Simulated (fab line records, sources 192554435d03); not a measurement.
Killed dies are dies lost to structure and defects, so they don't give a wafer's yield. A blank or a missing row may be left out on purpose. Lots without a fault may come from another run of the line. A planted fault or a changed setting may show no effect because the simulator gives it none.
fab line records | flow n5_finfet
record lots=9 wafers=27 last_day=19
route steps=1938 shown HKMG_FIN@435 GATE_CUT@465 BEOL_M4@1111
lots that met no fault: from a run of the same line without faults
start_h: hours from the record's first day to the start of the lot's first wafer shown | wait_h: hours since the lot's step before | " the same as in the row above | L1.1+2: a row that stands for several wafers | - no value, or no start given | * or withheld: withheld | < > ~ a bound
route shown NAME@n: a module of which the file shows steps, and the number in the route of the first | usual: mean/standard deviation of fault-free wafers | same: alike in all rows | chamber/n: place in a boat | sites: the reading at each site | _std_site: their standard deviation | _edge_site: outer sites' mean less inner sites' | radius_mm: how far each site lies from the wafer's centre | mask NAME#n: copy n | behind: the tool/chamber that last shaped the wafer | hold: why the lot was held/for how many hours/how that ended | device: the transistor (n, p or np) that didn't switch | end of line: the same wafers' tests at the end of the route | a step without rows: its recipe alone | killed: dies lost to structure and defects at the first sort, not the wafer's yield | map: a wafer's dies, x killed, . not, _ none there
set.NAME: the setting as run; set.NAME@STEP: as run at that earlier step | model.NAME: the simulator's own value behind a step, which no gauge read
steps of the route over a sample of lots; a table a step, a row a wafer
services: from which hour (start_h, from the record's first day; less than 0 if before it) a tool's chamber was out of use, for how many hours, and why
## steps
# step N5_HKMG_FIN_ETCH_32
# recipe chemistry=N2/H2 target=SOC target_depth_a=2400 temp_c=40 time_s=300 ion_energy_ev=200 mask_material=SiARC pressure_mtorr=30 source_w=840 bias_w=150 n2_flow_sccm=200 h2_flow_sccm=200
# usual drypump_motor_current_A=5.9/0.49 oes_product_au=0.77/0.099 rf_vpp_V=523.1/2.4 showerhead_plenum_p_Torr=2.51/0.085 throttle_valve_pct=17.8/0.33
# same time_s=300
# columns lot.wafer tool chamber start_h wait_h drypump_motor_current_A oes_product_au rf_hours_counter_h rf_vpp_V showerhead_plenum_p_Torr throttle_valve_pct
L517.1 rie_diel-01 1 78.19 0.0 5.8 0.67 248 523.1 2.50 18.2
L517.3 " 0 " " 6.4 0.73 159 527.9 2.63 18.0
L517.6 " 2 " " 6.6 0.79 - 523.3 2.45 18.3
L518.2 rie_diel-04 3 89.25 0.0 5.2 0.71 200 519.6 2.41 17.6
L518.4 " 0 " " 6.0 0.78 102 524.7 2.56 18.2
L518.6 " 0 " " 6.0 0.78 - 524.6 2.56 18.2
L521.1 rie_diel-04 3 101.84 0.0 5.2 0.72 206 520.6 2.41 17.6
L521.3 " 1 " " 6.4 0.67 227 525.9 2.62 18.0
L521.4 " 2 " " 5.6 0.73 - 521.6 2.43 18.1
L524.1 rie_diel-04 3 121.61 0.0 5.2 0.71 213 520.6 2.40 17.6
L524.3 " 0 " " 6.0 0.77 109 524.1 2.56 18.2
L524.4 " 1 " " 6.4 0.66 - 525.2 2.62 17.9
L533.3 rie_diel-03 3 173.78 0.0 6.5 0.71 203 526.6 2.64 18.0
L533.4 " 1 " " 5.2 0.68 248 526.1 2.61 17.9
L533.5 " 2 " " 5.3 0.79 - 523.1 2.45 17.5
L534.1 rie_diel-03 0 177.76 0.0 5.7 0.68 222 521.6 2.43 18.0
L534.2 " 2 " " 5.3 0.78 119 522.1 2.45 17.5
L534.6 " 3 " " 6.5 0.71 - 527.6 2.63 18.0
L535.1 rie_diel-03 2 186.08 0.0 5.3 0.78 122 521.8 2.45 17.5
L535.2 " 0 " " 5.6 0.68 225 519.7 2.43 18.0
L535.6 " 2 " " 5.3 0.78 - 521.4 2.45 17.5
L537.1 rie_diel-01 0 199.79 0.0 6.4 0.71 198 525.8 2.61 18.1
L537.2 " 3 " " 5.9 0.91 39 522.9 2.46 17.2
L537.5 " 1 " " 5.8 0.89 - 522.5 2.49 17.8
L538.2 rie_diel-03 2 202.83 0.0 5.3 0.77 132 521.1 2.44 17.5
L538.5 " 2 " " 5.3 0.77 - 520.9 2.44 17.5
L538.6 " 3 " " 6.5 0.70 - 525.4 2.63 18.0
# step N5_HKMG_FIN_NWFM_ALD_20
# recipe material=TiAlC target_thk_a=20 temp_c=300 ald_precursor_family=TiCl4 ald_co_reactant=TEA pulse_time_s=3 purge_time_s=2 co_reactant_purge_time_s=2 co_reactant_pulse_time_s=10 ald_cycles=7 pressure_torr=3
# usual ald_cycles=7/0 chamber_pressure_Torr=3.001/0.0064 heater_power_w=462/51 precursor_pulse_height_rel=1.000/0.021
# columns lot.wafer tool chamber start_h wait_h ald_cycles chamber_pressure_Torr heater_power_w precursor_pulse_height_rel
L517.1 ald_metal-02 2 80.18 0.3 7 2.999 402 0.981
L517.3 " 1 " " 7 3.004 425 0.984
L517.6 " 0 " " 7 3.002 552 1.022
L518.2 ald_metal-02 3 91.12 0.3 7 3.003 435 0.976
L518.4 " 2 " " 7 3.007 409 1.025
L518.6 " 3 " " 7 3.004 436 0.953
L521.1 ald_metal-01 1 103.72 0.3 7 3.000 451 1.013
L521.3 " 3 " " 7 3.009 473 0.991
L521.4 " 2 " " 7 3.005 394 1.030
L524.1 ald_metal-03 3 123.57 0.3 7 2.996 505 1.015
L524.3 " 0 " " 7 3.007 519 1.002
L524.4 " 1 " " 7 2.997 465 1.010
L533.3 ald_metal-02 3 175.65 0.1 7 3.004 437 0.942
L533.4 " 2 " " 7 3.000 403 1.004
L533.5 " 2 " " 7 3.002 388 0.998
L534.1 ald_metal-01 3 179.63 0.3 7 3.008 476 0.966
L534.2 " 1 " " 7 2.996 452 0.992
L534.6 " 2 " " 7 2.999 400 1.004
L535.1 ald_metal-01 0 188.14 0.3 7 3.006 491 1.025
L535.2 " 1 " " 7 2.998 459 1.003
L535.6 " 1 " " 7 3.004 452 0.961
L537.1 ald_metal-02 3 201.66 0.3 7 2.999 440 0.997
L537.2 " 1 " " 7 2.989 422 1.012
L537.5 " 0 " " 7 2.998 550 1.044
L538.2 ald_metal-02 3 204.72 0.3 7 2.996 426 1.016
L538.5 " 3 " " 7 3.003 443 0.968
L538.6 " 2 " " 7 3.001 397 1.004
# step N5_HKMG_FIN_ALD_72
# recipe material=W target_thk_a=20 temp_c=300 pressure_torr=7.5 ald_precursor_family=WF6 ald_co_reactant=B2H6 pulse_time_s=1 purge_time_s=2 co_reactant_purge_time_s=2 co_reactant_pulse_time_s=3 ald_cycles=7
# usual ald_cycles=7/0 chamber_pressure_Torr=7.499/0.018 heater_power_w=481/32 precursor_pulse_height_rel=1.001/0.021
# columns lot.wafer tool chamber start_h wait_h ald_cycles chamber_pressure_Torr heater_power_w precursor_pulse_height_rel
L517.1 cvd_w-02 0 81.74 0.2 7 7.503 460 0.958
L517.3 " 0 " " 7 7.483 453 0.993
L517.6 " 0 " " 7 7.532 467 0.981
L518.2 cvd_w-02 1 92.85 0.2 7 7.515 451 1.013
L518.4 " 1 " " 7 7.508 447 0.996
L518.6 " 0 " " 7 7.515 478 0.993
L521.1 cvd_w-02 1 105.27 0.2 5 7.489 453 0.998
L521.3 " 0 " " 5 7.516 472 0.990
L521.4 " 1 " " 5 7.478 448 1.009
L524.1 cvd_w-02 0 125.18 0.2 5 7.474 462 0.996
L524.3 " 0 " " 5 7.492 474 0.991
L524.4 " 1 " " 5 7.499 453 0.984
L533.3 cvd_w-01 1 177.21 0.2 7 7.506 520 0.976
L533.4 " 0 " " 7 7.506 494 0.986
L533.5 " 0 " " 7 7.510 489 1.013
L534.1 cvd_w-01 0 181.17 0.2 7 7.451 483 1.018
L534.2 " 1 " " 7 7.503 553 1.045
L534.6 " 0 " " 7 7.464 490 1.009
L535.1 cvd_w-02 1 189.69 0.2 7 7.510 444 1.018
L535.2 " 0 " " 7 7.497 466 0.975
L535.6 " 1 " " 7 7.512 461 1.011
L537.1 cvd_w-02 1 203.30 0.2 7 7.521 444 1.028
L537.2 " 0 " " 7 7.486 465 0.982
L537.5 " 1 " " 7 7.491 441 1.053
L538.2 cvd_w-01 0 206.44 0.2 7 7.499 494 1.020
L538.5 " 0 " " 7 7.486 490 0.991
L538.6 " 1 " " 7 7.491 529 1.018
# step N5_GATE_CUT_ETCHBACK_00
# recipe chemistry=SF6/Cl2 target=W pressure_mtorr=8 icp_w=900 bias_w=80 SF6_flow_sccm=40 Cl2_flow_sccm=60
# usual drypump_motor_current_A=5.2/0.36 mfc_cl2_sccm=60.01/0.18 oes_product_au=0.74/0.14 throttle_valve_pct=27.6/0.35
# columns lot.wafer tool chamber start_h wait_h drypump_motor_current_A mfc_cl2_sccm oes_product_au rf_hours_counter_h throttle_valve_pct
L517.1 rie_metal-01 0 82.66 0.0 4.8 59.79 0.60 116 27.8
L517.3 " 0 " " 4.8 60.04 0.60 - 27.9
L517.6 " 0 " " 4.8 59.62 0.60 - 27.9
L518.2 rie_metal-03 0 93.79 0.0 5.0 60.12 0.95 2 27.3
L518.4 " 0 " " 5.0 60.05 0.96 - 27.3
L518.6 " 1 " " 5.3 59.99 0.84 - 27.4
L521.1 rie_metal-03 0 106.18 0.0 5.0 60.10 0.94 3 27.3
L521.3 " 0 " " 5.0 59.95 0.95 - 27.3
L521.4 " 1 " " 5.4 60.22 0.83 - 27.4
L524.1 rie_metal-03 0 126.18 0.1 5.0 59.95 0.92 5 27.3
L524.3 " 0 " " 5.0 59.85 0.92 - 27.3
L524.4 " 1 " " 5.4 59.97 0.83 - 27.4
L533.3 rie_metal-01 0 178.16 0.1 4.8 60.10 0.59 - 27.9
L533.4 " 1 " " 5.6 59.68 0.62 - 28.0
L533.5 " 0 " " 4.8 60.21 0.59 - 27.9
L534.1 rie_metal-03 1 182.09 0.0 5.4 60.12 0.82 28 27.4
L534.2 " 0 " " 5.0 60.04 0.90 9 27.3
L534.6 " 0 " " 5.0 60.13 0.90 - 27.3
L535.1 rie_metal-03 1 190.61 0.0 5.3 60.09 0.82 29 27.4
L535.2 " 0 " " 5.0 60.26 0.90 10 27.3
L535.6 " 0 " " 5.0 59.50 0.90 - 27.3
L537.1 rie_metal-01 1 204.22 0.0 5.5 59.87 0.61 126 28.1
L537.2 " 0 " " 4.8 60.01 0.59 126 27.9
L537.5 " 0 " " 4.8 60.05 0.59 - 27.9
L538.2 rie_metal-03 1 207.36 0.0 5.3 60.00 0.82 30 27.4
L538.5 " 1 " " 5.3 60.13 0.80 - 27.4
L538.6 " 0 " " 5.0 60.16 0.88 - 27.3
# step N5_BEOL_M4_RC_MEAS_101
# usual DIBL_N=35.8/1.7 DIBL_P=35.3/2 IOFF_N=0.150/0.026 IOFF_P=0.194/0.029 ION_N=667/11 ION_P=456/7.1 SS_N=71.4/0.65 SS_P=73.1/0.64 VT_N=251/3 VT_P=-252/3.2
# columns lot.wafer tool chamber start_h wait_h DIBL_N[mV/V] DIBL_P[mV/V] IOFF_N[nA/um] IOFF_P[nA/um] ION_N[uA/um] ION_P[uA/um] SS_N[mV/dec] SS_P[mV/dec] VT_N[mV] VT_P[mV]
L517.1 prober-01 0 209.88 0.0 36.5 36.8 0.156 0.193 678 461 72.2 73.0 253 -252
L517.3 " 0 " " 32.5 32.0 0.103 0.136 649 447 70.9 71.8 258 -258
L517.6 " 0 " " 35.6 36.5 0.150 0.190 675 466 71.2 74.1 250 -254
L518.2 prober-01 0 242.50 0.2 37.5 35.6 0.165 0.191 659 444 72.8 73.9 253 -255
L518.4 " 0 " " 38.0 37.8 0.195 0.236 665 447 72.9 74.3 246 -248
L518.6 " 0 " " 35.9 35.0 0.141 0.187 644 442 72.0 72.9 253 -253
L521.1 prober-02 0 244.26 0.0 36.4 35.5 0.157 0.188 673 457 71.0 72.8 251 -249
L521.3 " 0 " " 37.6 37.3 0.187 0.220 688 463 71.5 73.7 246 -249
L521.4 " 0 " " 34.9 33.0 0.123 0.159 658 450 70.8 73.2 256 -253
L524.1 prober-02 0 269.99 0.0 34.0 35.8 0.141 0.208 676 468 70.9 72.7 250 -249
L524.3 " 0 " " 32.6 33.2 0.123 0.172 667 458 70.8 71.9 251 -251
L524.4 " 0 " " 36.1 38.3 0.184 0.250 680 468 71.3 73.2 247 -243
L533.3 prober-01 0 313.59 0.3 34.5 34.0 0.121 0.179 650 454 71.1 73.7 254 -250
L533.4 " 0 " " 34.4 32.9 0.116 0.167 656 451 70.8 72.8 255 -255
L533.5 " 0 " " 36.1 35.3 0.143 0.204 668 455 71.9 72.8 253 -251
L535.1 prober-02 0 327.20 0.0 36.4 34.8 0.156 0.168 648 436 72.4 73.4 254 -253
L535.2 " 0 " " 35.6 34.5 0.137 0.160 665 450 71.5 73.4 251 -254
L535.6 " 0 " " 38.0 37.2 0.190 0.194 679 455 72.3 74.3 248 -253
L534.1 prober-01 0 327.92 0.2 38.3 35.3 0.174 0.187 662 449 72.7 73.4 247 -253
L534.2 " 0 " " 34.6 32.8 0.125 0.152 664 457 70.5 71.7 250 -254
L534.6 " 0 " " 37.8 36.3 0.165 0.194 672 459 71.2 72.6 249 -252
L537.1 prober-01 0 338.72 0.0 33.6 33.6 0.139 0.173 664 454 70.7 72.6 250 -253
L537.2 " 0 " " 33.7 32.3 0.123 0.147 652 452 70.9 71.9 254 -257
L537.5 " 0 " " 33.3 32.0 0.122 0.149 652 445 70.9 72.5 251 -256
L538.2 prober-01 0 344.32 0.2 34.3 34.8 0.117 0.170 668 463 70.9 73.4 255 -253
L538.5 " 0 " " 36.6 37.6 0.153 0.217 666 458 71.9 73.2 253 -251
L538.6 " 0 " " 34.5 35.9 0.129 0.184 674 463 71.3 73.1 252 -253
## services
# columns tool chamber start_h hours kind
rie_metal-03 0 57.57 - clean
rie_metal-03 0 57.57 14.5 scheduled_down
rie_metal-03 0 57.57 14.5 vent_cycle
rie_diel-03 3 86.91 5.4 repair
rie_diel-01 0 100.51 13.7 repair
cvd_w-01 - 102.18 5.4 repair
rie_diel-04 2 110.41 45.9 repair
rie_diel-04 - 115.75 0.4 repair
rie_metal-01 - 122.63 0.3 repair
cvd_w-02 - 123.85 0.4 repair
cvd_w-01 - 133.92 4.0 repair
rie_diel-04 1 156.64 - clean
rie_diel-04 1 156.64 - consumable_replace:focus_ring
rie_diel-04 1 156.64 21.8 scheduled_down
rie_diel-04 1 156.64 21.8 vent_cycle
rie_diel-04 0 159.67 9.2 repair
rie_diel-04 3 166.89 6.3 repair
rie_diel-03 1 182.04 - clean
rie_diel-03 1 182.04 - consumable_replace:focus_ring
rie_diel-03 1 182.04 21.0 scheduled_down
rie_diel-03 1 182.04 21.0 vent_cycle
cvd_w-02 - 182.53 0.4 repair
cvd_w-02 0 191.56 6.3 repair
rie_diel-01 2 196.01 16.2 repair
## key
first_sign step=N5_HKMG_FIN_ALD_72 reading=ald_cycles direction=down sigmas=99+ usual=* struck=*
effect none on later readings
met_at N5_HKMG_FIN_ALD_72
struck_lots L521,L524
not_acting_at N5_HKMG_FIN_ETCH_32,N5_HKMG_FIN_NWFM_ALD_20,N5_GATE_CUT_ETCHBACK_00
onset_between 92.85 105.27
fault kind=process_parameter_drift tool=cvd_w-02 chamber=- onset_h=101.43 steps=N5_HKMG_FIN_ALD_72 channel=ald_cycles offset=* shape=step end_h=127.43 stated=*
